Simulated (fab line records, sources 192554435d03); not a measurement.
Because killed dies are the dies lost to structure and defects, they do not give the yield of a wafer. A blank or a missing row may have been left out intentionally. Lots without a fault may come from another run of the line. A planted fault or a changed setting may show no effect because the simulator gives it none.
Split-lot experiment | flow n5Finfet | 21 wafers read across 7 lots, on a route 1938 steps long

## THE SPLIT ITSELF
At N5_BEOL_M9_COAT_22 (resist thk 30 nm), the setting spinRpm was moved away from the recipe's 1500 rpm on 5 of the 21 wafers read, by -7.6% to +3.7%. All remaining wafers had this setting at the recipe value.

## FROM THE SPLIT TO THE READING: what the file shows between them, 4 steps
- N5_BEOL_M9_EBR_24
- N5_BEOL_M9_SOFTBAKE_23: time 60 s
- N5_BEOL_M9_EXPOSE_25: exposes mask V8
- N5_BEOL_M9_PEB_26: peb time 60 s

## THE READING
CAR-EUV_of_BEOL_M9_COAT_22.thkNm (the simulator's own value, which no gauge read), in nm, at N5_BEOL_M9_DEVELOP_27 (develop time 30 s). The file does not state a usual value for it. Across the 16 wafers here that went through the recipe, the average is 29.6 nm and the standard deviation 0.11 nm.

wafer  | tool, chamber at the split | spinRpm as run, rpm | against the recipe | CAR-EUV_of_BEOL_M9_COAT_22.thkNm, nm | against lot-mates on the recipe
L074.1 | lithoTrack-04, 0           | 1500                | recipe             | 29.6                                 | -
L074.3 | lithoTrack-04, 0           | 1556                | +3.7%              | 29.2                                 | -0.4
L074.4 | lithoTrack-04, 0           | 1556                | +3.7%              | 29.2                                 | -0.4
L081.4 | lithoTrack-03, 0           | 1386                | -7.6%              | 30.8                                 | +1.2
L081.5 | lithoTrack-03, 0           | 1500                | recipe             | 29.6                                 | -
L081.6 | lithoTrack-03, 0           | 1500                | recipe             | 29.6                                 | -
L084.1 | lithoTrack-03, 0           | 1500                | recipe             | 29.8                                 | -
L084.2 | lithoTrack-03, 0           | 1500                | recipe             | 29.8                                 | -
L084.6 | lithoTrack-03, 0           | 1500                | recipe             | 29.6                                 | -
L086.3 | lithoTrack-04, 0           | 1500                | recipe             | 29.6                                 | -
L086.4 | lithoTrack-04, 0           | 1500                | recipe             | 29.6                                 | -
L086.5 | lithoTrack-04, 0           | 1500                | recipe             | 29.8                                 | -
L089.2 | lithoTrack-03, 0           | 1500                | recipe             | 29.4                                 | -
L089.3 | lithoTrack-03, 0           | 1500                | recipe             | 29.6                                 | -
L089.6 | lithoTrack-03, 0           | 1500                | recipe             | 29.6                                 | -
L090.2 | lithoTrack-04, 0           | 1500                | recipe             | 29.6                                 | -
L090.3 | lithoTrack-04, 0           | 1500                | recipe             | 29.6                                 | -
L090.5 | lithoTrack-04, 0           | 1500                | recipe             | 29.6                                 | -
L091.3 | lithoTrack-04, 0           | 1421                | -5.3%              | 30.4                                 | +1.0
L091.4 | lithoTrack-04, 0           | 1500                | recipe             | 29.4                                 | -
L091.6 | lithoTrack-04, 0           | 1421                | -5.3%              | 30.2                                 | +0.8

FIT RESULTS
A straight line over all 21 wafers: CAR-EUV_of_BEOL_M9_COAT_22.thkNm changes by -0.136 nm for each +1% of spinRpm; r = -0.95; the points scatter about the line by 0.12 nm.
The same after taking each lot's own level away (the mean of its wafers on the recipe; 21 wafers): -0.151 nm for each +1%; r = -0.97; scatter 0.092 nm.
Per that fit: largest spinRpm move, reading shift of 1.1 nm.
Measured against the standard deviation above, the lots' own levels, which go from 29.40 to 29.73 nm, span 3.0 times it.
Consequently the slope shifts little with the lot-to-lot level, the two slopes agreeing.
Check: for one of the wafers moved furthest among these (-7.6%), held out of the fit, the line's prediction against its lot-mates is +1.16 nm. It came out at +1.2 nm against them.

## THE WHOLE CHAIN: every reading that the file lists as answering this split, in the file's order
step                  | what it does      | reading                                                                           | change (the file's fit)               | r (the file's)
N5_BEOL_M9_COAT_22    | resist thk 30 nm  | CAR-EUV_of_BEOL_M9_COAT_22.thkNm (the simulator's own value, which no gauge read) | -0.157 nm for each +1% of the setting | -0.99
N5_BEOL_M9_DEVELOP_27 | develop time 30 s | CAR-EUV_of_BEOL_M9_COAT_22.thkNm (the simulator's own value, which no gauge read) | -0.154 nm for each +1% of the setting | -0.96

## THE FILE'S OWN FIT
CAR-EUV_of_BEOL_M9_COAT_22.thkNm changes by -0.154 nm for each +1% of spinRpm, r = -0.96.
